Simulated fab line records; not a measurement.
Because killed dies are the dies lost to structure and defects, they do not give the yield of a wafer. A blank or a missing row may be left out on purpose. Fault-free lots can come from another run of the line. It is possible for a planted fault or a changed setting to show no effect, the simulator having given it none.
Lot-split experiment -- flow n5 finfet -- route with 1938 steps; 7 lots, 21 wafers read

## THE SPLIT
At N5_MIM_BOT_SPUTTER_00 (material TiN, target thk 35 nm, time 89.7 s), the setting time s was moved away from the recipe's 89.7 s on 3 of the 21 wafers read, by -14.9% to +13.2%. This setting was run at the recipe's value on the other wafers.

Reading taken at the split's own step.

## THE READING
TiN_of_MIM_BOT_SPUTTER_00.thk nm (the simulator's own value, which no gauge read), in nm, at N5_MIM_BOT_SPUTTER_00 (material TiN, target thk 35 nm, time 89.7 s). There is no usual value for it anywhere in the file. Average 35.0 nm, standard deviation 0.44 nm, over the 18 wafers here run with the recipe.

wafer,"tool, chamber at the split","time s as run, s",against the recipe,"TiN_of_MIM_BOT_SPUTTER_00.thk nm, nm",against lot-mates on the recipe
L075.1,"pvd sputter-02, -",89.7,recipe,35.4,-
L075.5,"pvd sputter-02, -",89.7,recipe,35,-
L075.6,"pvd sputter-02, -",76.35,-14.9%,30.2,-5.0
L077.3,"pvd sputter-02, -",89.7,recipe,34.6,-
L077.5,"pvd sputter-02, -",89.7,recipe,34,-
L077.6,"pvd sputter-02, -",89.7,recipe,35,-
L080.1,"pvd sputter-01, -",89.7,recipe,34.6,-
L080.5,"pvd sputter-01, -",89.7,recipe,35.2,-
L080.6,"pvd sputter-01, -",89.7,recipe,35.6,-
L084.2,"pvd sputter-01, -",89.7,recipe,35.4,-
L084.3,"pvd sputter-01, -",89.7,recipe,35.4,-
L084.5,"pvd sputter-01, -",89.7,recipe,34.8,-
L085.1,"pvd sputter-03, -",101.5,+13.2%,39.6,+4.6
L085.6,"pvd sputter-03, -",101.5,+13.2%,39.6,+4.6
L085.2,"pvd sputter-03, -",89.7,recipe,35,-
L089.3,"pvd sputter-01, -",89.7,recipe,34,-
L089.5,"pvd sputter-01, -",89.7,recipe,34.8,-
L089.6,"pvd sputter-01, -",89.7,recipe,34.8,-
L097.1,"pvd sputter-02, -",89.7,recipe,35,-
L097.2,"pvd sputter-02, -",89.7,recipe,35.4,-
L097.6,"pvd sputter-02, -",89.7,recipe,35.2,-

FIT RESULTS
A straight line over all 21 wafers: TiN_of_MIM_BOT_SPUTTER_00.thk nm changes by +0.339 nm for each +1% of time s; r = +0.97; the points scatter about the line by 0.44 nm.
The same after taking each lot's own level away (the mean of its wafers on the recipe; 21 wafers): +0.344 nm for each +1%; r = +0.99; scatter 0.31 nm.
That fit puts the effect of the largest move of time s on the reading at 5.1 nm.
Across the lots, their own levels run from 34.53 to 35.20 nm, a range of 1.5 times the standard deviation given above.
Hence the lot-to-lot level has little effect on the slope; both slopes agree.
Check: with one of the wafers moved furthest among these (-14.9%) left out of the fit, the line predicts -5.2 nm for it against its lot-mates. It came out at -5 nm against them.

## THE OTHER SPLITS THESE WAFERS WENT THROUGH
Before the reading, these wafers also passed through other splits. Each is held against what the fit with the lots' levels taken away leaves over:
other split on the same wafers,wafers away from the commonest value,r with TiN_of_MIM_BOT_SPUTTER_00.thk nm (lot level and that fit taken away)
N5_BEOL_M10_EXPOSE_25 dose mj,5,+0.05
N5_BEOL_M11_COAT_59 spin rpm,8,+0.12
N5_BEOL_M11_COAT_60 spin rpm,4,+0.37
N5_BEOL_M11_ETCH_66 time s,6,-0.17
N5_BEOL_M12_DEP_53 time s,7,-0.17
N5_BEOL_M13_CMP_49 down force psi,7,-0.07
N5_BEOL_M14_COAT_04 spin rpm,6,-0.05

## THE FILE'S OWN FIT
TiN_of_MIM_BOT_SPUTTER_00.thk nm changes by +0.342 nm for each +1% of time s, r = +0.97.
